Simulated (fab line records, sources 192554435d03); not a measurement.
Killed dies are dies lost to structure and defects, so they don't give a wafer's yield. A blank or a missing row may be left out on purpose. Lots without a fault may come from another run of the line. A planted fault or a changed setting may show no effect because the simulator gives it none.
Which tool did it? | flow n5_finfet | 15 lots, 45 wafers sampled, at 4 steps of a route of 1938

WHAT THE GAUGES READ, wafer by wafer
The record holds no reading of a measuring or inspecting step that can be judged against a usual standard deviation.

WHICH TOOL RAN EACH LOT (tool, then ch and the chambers of the sampled wafers, then the start)
lot  | N5_BEOL_M4_ETCH_64                 | N5_BEOL_M4_PEB_26                 | N5_BEOL_M4_ETCH_77                 | N5_BEOL_M4_ALD_98
L852 | rie_diel-02 ch 1,2,3, day 8 05:52  | litho_track-05 ch 0, day 8 06:36  | rie_diel-04 ch 0,1,3, day 8 06:56  | ald_sin-03 ch 1,3, day 8 07:02
L851 | rie_diel-04 ch 0,1,3, day 8 10:20  | litho_track-01 ch 0, day 8 10:56  | rie_diel-02 ch 2,3, day 8 11:10    | ald_sin-03 ch 0,2,3, day 8 11:32
L853 | rie_diel-04 ch 0,2, day 8 19:31    | litho_track-01 ch 0, day 8 20:08  | rie_diel-04 ch 1,3, day 8 20:21    | ald_sin-01 ch 1,2, day 8 20:32
L855 | rie_diel-05 ch 0,3, day 8 21:37    | litho_track-01 ch 0, day 8 22:21  | rie_diel-04 ch 0,2,3, day 8 22:35  | ald_sin-03 ch 0,2,3, day 8 22:58
L854 | rie_diel-05 ch 0,2, day 8 23:01    | litho_track-01 ch 0, day 8 23:43  | rie_diel-02 ch 1,3, day 8 23:56    | ald_sin-04 ch 0,1,2, day 9 00:02
L856 | rie_diel-02 ch 0,2,3, day 8 23:20  | litho_track-02 ch 0, day 8 23:56  | rie_diel-02 ch 1,2,3, day 9 00:10  | ald_sin-01 ch 1,2,3, day 9 00:16
L857 | rie_diel-04 ch 1,2, day 9 11:58    | litho_track-02 ch 0, day 9 12:42  | rie_diel-05 ch 1,2,3, day 9 12:55  | ald_sin-01 ch 1,2,3, day 9 13:10
L860 | rie_diel-02 ch 0,1, day 10 09:03   | litho_track-05, day 10 09:50      | rie_diel-05 ch 0,1,2, day 10 10:52 | ald_sin-03 ch 1,2,3, day 10 11:16
L861 | rie_diel-02 ch 0,1,2, day 10 18:44 | litho_track-02, day 10 19:21      | rie_diel-02 ch 0,2,3, day 10 19:53 | ald_sin-04 ch 0,2,3, day 10 20:17
L859 | rie_diel-02 ch 1,2,3, day 10 20:02 | litho_track-01, day 10 20:52      | rie_diel-02 ch 1,2, day 10 22:25   | ald_sin-04 ch 1,2, day 10 22:31
L862 | rie_diel-02 ch 0,2, day 10 22:37   | litho_track-02 ch 0, day 10 23:22 | rie_diel-02 ch 1,2, day 11 00:05   | ald_sin-01 ch 0,2,3, day 11 00:11
L864 | rie_diel-04 ch 0,1,3, day 11 06:56 | litho_track-02 ch 0, day 11 07:33 | rie_diel-04 ch 0,3, day 11 07:46   | ald_sin-03 ch 0,2,3, day 11 07:52
L868 | rie_diel-05 ch 0,1,3, day 12 14:39 | litho_track-01 ch 0, day 12 15:16 | rie_diel-02 ch 1,2,3, day 12 15:29 | ald_sin-01 ch 0,2,3, day 12 16:03
L869 | rie_diel-04 ch 2,3, day 12 17:33   | litho_track-01 ch 0, day 12 18:10 | rie_diel-04 ch 0,1,3, day 12 18:23 | ald_sin-03 ch 1,2, day 12 18:31
L872 | rie_diel-04 ch 0,2,3, day 13 16:04 | litho_track-05 ch 0, day 13 16:37 | rie_diel-04 ch 0,2,3, day 13 16:52 | ald_sin-01 ch 0,1,2, day 13 17:04
- N5_BEOL_M4_ETCH_64: etches SOC in N2/H2, target depth 75 nm, overetch 22.5 nm, time 121.9 s.
- N5_BEOL_M4_PEB_26: peb time 60 s.
- N5_BEOL_M4_ETCH_77: etches underlayer in N2/H2, target depth 6.5 nm, time 5.2 s.
- N5_BEOL_M4_ALD_98: deposits SiO2, target thk 2.5 nm, pulse time 1 s, co reactant pulse time 1 s.

WHAT THE TOOLS THEMSELVES READ (means of the sampled wafers that have a number; where no wafer has one, the mark that the record gives instead)
N5_BEOL_M4_ETCH_64.
lot  | tool        | drypump_motor_current_A (A) | h2_flow_sccm (sccm) | oes_product_au (a.u.) | rf_vpp_V (V) | showerhead_plenum_p_Torr (Torr) | temp_c (C) | throttle_valve_pct (%)
L852 | rie_diel-02 | 5.4                         | 199.5               | 0.63                  | 526.1        | 2.60                            | 40.15      | 17.66
L851 | rie_diel-04 | 5.6                         | 199.7               | 0.54                  | 522.4        | 2.48                            | 40.05      | 17.92
L853 | rie_diel-04 | 5.5                         | 199.6               | 0.57                  | 521.4        | 2.44                            | 39.96      | 17.86
L855 | rie_diel-05 | 5.2                         | 200.4               | 0.62                  | 525.2        | 2.62                            | 40.10      | 17.51
L854 | rie_diel-05 | 5.3                         | 199.6               | 0.58                  | 525.4        | 2.59                            | 39.86      | 17.56
L856 | rie_diel-02 | 5.7                         | 200.0               | 0.59                  | 524.0        | 2.55                            | 40.02      | 17.90
L857 | rie_diel-04 | 5.1                         | 200.5               | 0.57                  | 525.0        | 2.56                            | 40.07      | 17.83
L860 | rie_diel-02 | 5.2                         | 200.4               | 0.61                  | 523.0        | 2.53                            | 40.12      | 17.69
L861 | rie_diel-02 | 5.5                         | 200.2               | 0.56                  | 523.4        | 2.55                            | 39.93      | 17.88
L859 | rie_diel-02 | 5.4                         | 200.0               | 0.60                  | 525.0        | 2.59                            | 40.03      | 17.70
L862 | rie_diel-02 | 5.8                         | 200.2               | 0.53                  | 523.9        | 2.56                            | 40.03      | 18.07
L864 | rie_diel-04 | 5.6                         | 200.0               | 0.53                  | 522.3        | 2.47                            | 40.02      | 17.96
L868 | rie_diel-05 | 5.4                         | 200.2               | 0.59                  | 523.5        | 2.56                            | 40.02      | 17.74
L869 | rie_diel-04 | 5.3                         | 199.7               | 0.56                  | 521.2        | 2.43                            | 40.13      | 17.80
L872 | rie_diel-04 | 5.4                         | 200.1               | 0.56                  | 521.0        | 2.42                            | 39.92      | 17.87

N5_BEOL_M4_PEB_26.
lot  | tool           | chill_plate_temp_C (C) | exhaust_pa (Pa)
L852 | litho_track-05 | 22.95                  | 44.9
L851 | litho_track-01 | 22.90                  | 44.5
L853 | litho_track-01 | 23.00                  | 45.3
L855 | litho_track-01 | 23.15                  | 45.1
L854 | litho_track-01 | 22.95                  | 45.8
L856 | litho_track-02 | 23.11                  | 44.9
L857 | litho_track-02 | 23.20                  | 44.9
L860 | litho_track-05 | -                      | -
L861 | litho_track-02 | -                      | -
L859 | litho_track-01 | -                      | -
L862 | litho_track-02 | 22.87                  | 45.1
L864 | litho_track-02 | 23.08                  | 45.0
L868 | litho_track-01 | 22.99                  | 44.3
L869 | litho_track-01 | 23.04                  | 45.8
L872 | litho_track-05 | 23.05                  | 46.1

N5_BEOL_M4_ETCH_77.
lot  | tool        | drypump_motor_current_A (A) | etch_rf_on_time_s (s) | h2_flow_sccm (sccm) | oes_product_au (a.u.) | rf_vpp_V (V) | showerhead_plenum_p_Torr (Torr) | throttle_valve_pct (%)
L852 | rie_diel-04 | 5.6                         | 5.25                  | 199.8               | 0.59                  | 523          | 2.48                            | 17.96
L851 | rie_diel-02 | 5.7                         | 5.15                  | 200.1               | 0.66                  | 527          | 2.62                            | 17.90
L853 | rie_diel-04 | 5.5                         | 5.35                  | 200.4               | 0.59                  | 521          | 2.48                            | 17.92
L855 | rie_diel-04 | 5.5                         | 5.24                  | 200.7               | 0.64                  | 522          | 2.44                            | 17.83
L854 | rie_diel-02 | 5.1                         | 5.23                  | 200.5               | 0.74                  | 525          | 2.58                            | 17.53
L856 | rie_diel-02 | 5.4                         | 5.19                  | 199.3               | 0.70                  | 526          | 2.60                            | 17.73
L857 | rie_diel-05 | 5.7                         | 5.34                  | 200.0               | 0.66                  | 524          | 2.59                            | 17.89
L860 | rie_diel-05 | 5.5                         | 5.26                  | 200.0               | 0.63                  | 524          | 2.54                            | 17.83
L861 | rie_diel-02 | 5.7                         | 5.26                  | 200.3               | 0.63                  | 522          | 2.54                            | 17.95
L859 | rie_diel-02 | 5.6                         | 5.18                  | 199.6               | 0.64                  | 526          | 2.61                            | 17.89
L862 | rie_diel-02 | 5.6                         | 5.19                  | 199.6               | 0.63                  | 526          | 2.61                            | 17.89
L864 | rie_diel-04 | 5.7                         | 5.34                  | 200.2               | 0.59                  | 519          | 2.41                            | 17.95
L868 | rie_diel-02 | 5.4                         | 5.25                  | 199.9               | 0.66                  | 526          | 2.59                            | 17.77
L869 | rie_diel-04 | 5.6                         | 5.32                  | 199.9               | 0.58                  | 522          | 2.47                            | 18.01
L872 | rie_diel-04 | 5.4                         | 5.39                  | 199.3               | 0.60                  | 520          | 2.42                            | 17.91

N5_BEOL_M4_ALD_98.
lot  | tool       | heater_power_w (W) | precursor_pulse_height_rel
L852 | ald_sin-03 | 84                 | 0.980
L851 | ald_sin-03 | 83                 | 0.995
L853 | ald_sin-01 | 85                 | 1.004
L855 | ald_sin-03 | 83                 | 1.015
L854 | ald_sin-04 | 73                 | 0.985
L856 | ald_sin-01 | 86                 | 0.975
L857 | ald_sin-01 | 86                 | 0.997
L860 | ald_sin-03 | 83                 | 0.988
L861 | ald_sin-04 | 72                 | 1.011
L859 | ald_sin-04 | 70                 | 0.993
L862 | ald_sin-01 | 83                 | 1.033
L864 | ald_sin-03 | 84                 | 0.993
L868 | ald_sin-01 | 82                 | 0.979
L869 | ald_sin-03 | 80                 | 0.981
L872 | ald_sin-01 | 83                 | 1.007

THE ANSWER, worked out from the rows above alone
Rule: what is usual is taken from the lots themselves. Put in order of their means at a reading, lots are off if they are a third of the lots or fewer, leave a main group of 4 or more, and stand apart from it by a gap of 3 or more times the standard deviation of the main group's means; of several such gaps the widest counts. A main group whose means are all the same, to the digits that the tables above print for the reading, isn't used. A lot without any number at a reading at which 4 lots or more have one is off too. The other lots that the step has rows for count as sound. The gauges are gone through in route order, then the tools' own readings, and for those a lot's mean is taken as printed above. The first step at which some lot is off is used, and at that step the reading that is off furthest; a lot without a number counts as furthest.
Off: L860, L861, L859, at N5_BEOL_M4_PEB_26 (chill_plate_temp_C). Without a number there: L860, L861, L859. The main group: mean 23.02 C, standard deviation 0.096.
A tool fits if, at that step or a process step before it, it ran every lot that is off, and no sound lot after the first of them. None of those tried fits.

WHAT THE SIMULATOR HAD PUT IN
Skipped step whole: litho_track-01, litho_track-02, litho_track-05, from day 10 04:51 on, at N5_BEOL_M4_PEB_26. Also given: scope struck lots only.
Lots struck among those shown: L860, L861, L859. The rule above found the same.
